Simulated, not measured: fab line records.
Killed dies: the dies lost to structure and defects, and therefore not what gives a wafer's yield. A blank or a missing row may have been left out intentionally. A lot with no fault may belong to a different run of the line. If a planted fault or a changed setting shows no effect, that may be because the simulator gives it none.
Matching of chambers | flow n5-finfet | 4 sister chambers for N5_GATE_CUT_SAC_CAP_01 on ald-sin-02
The step material SiNx, target thk 24 nm, pulse time 1 s, ald cycles 480. 4 wafers are shown with their chamber, then 10 later ones without.

EACH WAFER AND ITS CHAMBER
wafer  | chamber | heater-power-w (W)
L079.1 | 3       | 752
L082.4 | 1       | 856
L084.1 | 0       | 745
L084.3 | 2       | 999

WAFERS WITHOUT THEIR CHAMBER
wafer  | heater-power-w (W)
L084.5 | 744
L093.2 | 774
L093.4 | 1001
L093.6 | 781
L094.1 | 762
L094.2 | 996
L094.3 | 785
L097.1 | 762
L097.3 | 853
L097.6 | 764

EACH ONE'S CHAMBER
wafer  | from the rows above     | in truth
L084.5 | can't be placed: 0 or 3 | 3
L093.2 | can't be placed: 3 or 0 | 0
L093.4 | 2                       | 2
L093.6 | can't be placed: 3 or 0 | 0
L094.1 | can't be placed: 3 or 0 | 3
L094.2 | 2                       | 2
L094.3 | can't be placed: 3 or 0 | 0
L097.1 | can't be placed: 3 or 0 | 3
L097.3 | 1                       | 1
L097.6 | can't be placed: 3 or 0 | 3
Correctly placed: 3 of 10. These rows do not allow placing 7 (true chamber among the candidates in 7). Placed wrongly: 0.
How it was worked out, from the rows above alone: a wafer's distance from a chamber is the root of the sum, over the readings, of the square of ((its reading less the chamber's mean) divided by the reading's scatter). If the next closest chamber is less than 2 further off than the closest, the wafer can't be placed; otherwise it belongs to the closest. Each chamber's mean is taken over the wafers shown for it. The scatter: root of mean squared gap, hidden wafer to nearest shown wafer, with one shown wafer a chamber.
